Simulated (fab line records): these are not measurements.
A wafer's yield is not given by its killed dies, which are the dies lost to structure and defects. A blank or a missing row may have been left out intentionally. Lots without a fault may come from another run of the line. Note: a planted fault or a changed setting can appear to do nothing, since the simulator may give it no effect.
A struck lot beside a sound one / flow nand harc / 14 out of 1159 route steps
Sound: wafers L661.1, L661.3, L661.6. The struck wafers were L657.2, L657.4. The cause is given at the end.
Each step with rows lists, per side, the tool, then ch with its chambers, then its first start. Under that, the readings that differ: sound wafers / struck wafers / difference of the means / sigmas: that difference in standard deviations of wafers without a fault.
alike: a reading whose means differ by less than 2 such deviations, as well as words and numbers matching on both sides. not compared: withheld readings; readings where some wafer has no value; bounds like >300 that might hide an equal value; numbers whose values overlap and for which the record gives no deviation.
The two part at a step that has a row with sigmas, a row that says differs or no value, or rows on one side only. Numbers that don't overlap but have no deviation are shown without sigmas and don't part them. Lack of a reading on every wafer of one side parts them only where that side has two or more wafers.

first, 2 steps without rows for these wafers: NHARC_A_STAIRCASE_HARDBAKE_311 (time 140 s); NHARC_A_STAIRCASE_DESCUM_312 (chemistry O2, time 3 s).
NHARC_A_STAIRCASE_ETCH_313: etches the open film in CF4/CHF3.
  sound on rie diel-01 ch 1,2,3, day 17 08:12; struck on rie diel-09 ch 1,2, day 16 20:58
reading=oes product au (a.u.); sound=0.913 0.918 0.934; struck=0.992 0.961; difference=+0.055; sigmas=+3
  alike: chf3 flow sccm, drypump motor current A, rf vpp V, showerhead plenum p Torr, throttle valve pct
  not compared: rf hours counter h
NHARC_A_STAIRCASE_HM_OPEN_463: chemistry O2/COS.
  sound: rie diel-01 ch 1,2,3; struck: rie diel-09 ch 0,3
  alike: drypump motor current A, oes product au, rf vpp V, showerhead plenum p Torr, throttle valve pct
  not compared: rf hours counter h
then, 1 step without rows for these wafers: NHARC_A_STAIRCASE_STRIP_464 (strips in O2/COS).
NHARC_A_STAIRCASE_ETCH_453: etches the open film in CF4/O2, target depth 30 nm, overetch 3 nm, time 16.5 s.
  sound: rie diel-01 ch 0,1; struck: rie diel-09 ch 0,1
reading=oes product au (a.u.); sound=1.018 1.002 1.015; struck=0.978 0.979; difference=-0.033; sigmas=-2
  alike: drypump motor current A, oes_ar_750_au, rf vpp V, showerhead plenum p Torr, throttle valve pct
  not compared: rf hours counter h
then, 1 step without rows for these wafers: NHARC_A_STAIRCASE_ETCH_315 (etches the open film in C4F8/O2/Ar, target depth 2500 nm, time 607.1 s).
NHARC_A_STAIRCASE_STRIP_316: strips in O2.
  sound: rie diel-01 ch 0,1; struck: rie diel-09 ch 0,3
  alike: drypump motor current A, oes product au, rf vpp V, showerhead plenum p Torr, throttle valve pct
  not compared: rf hours counter h
then, 3 steps without rows for these wafers: NHARC_A_STAIRCASE_STRIP_317 (strips in SPM, time 900 s); NHARC_A_STAIRCASE_PRECLEAN_318 (cleans in SC1); NHARC_A_STAIRCASE_SRD_329.
NHARC_A_STAIRCASE_ALD_415: deposits SiO2, target thk 30 nm, pulse time 6 s, ald cycles 300.
  sound on ald hk-02 ch 0,2, day 17 09:58; struck on ald hk-01 ch 0,2, day 16 22:58
reading=ald cycles; sound=300 300 300; struck=360 360; difference=+60; sigmas=
  alike: heater power w, precursor pulse height rel
NHARC_A_STAIRCASE_ETCHBACK_416: etches the open film in C4F8/O2/Ar, target depth 36 nm, time 7.2 s.
  sound: rie diel-09 ch 0,1,3; struck: rie diel-01 ch 0,3
  alike: oes product au, rf vpp V
  not compared: rf hours counter h
next, for these wafers, 1 step has no rows: NHARC_END_SORT_01.

== WHERE THEY PART ==
First at NHARC_A_STAIRCASE_ETCH_313; last, within this record, at NHARC_A_STAIRCASE_ETCH_453. Later steps at which nothing parts them and some readings are alike: NHARC_A_STAIRCASE_STRIP_316, NHARC_A_STAIRCASE_ALD_415, NHARC_A_STAIRCASE_ETCHBACK_416.

WHY: whatever the simulator had introduced
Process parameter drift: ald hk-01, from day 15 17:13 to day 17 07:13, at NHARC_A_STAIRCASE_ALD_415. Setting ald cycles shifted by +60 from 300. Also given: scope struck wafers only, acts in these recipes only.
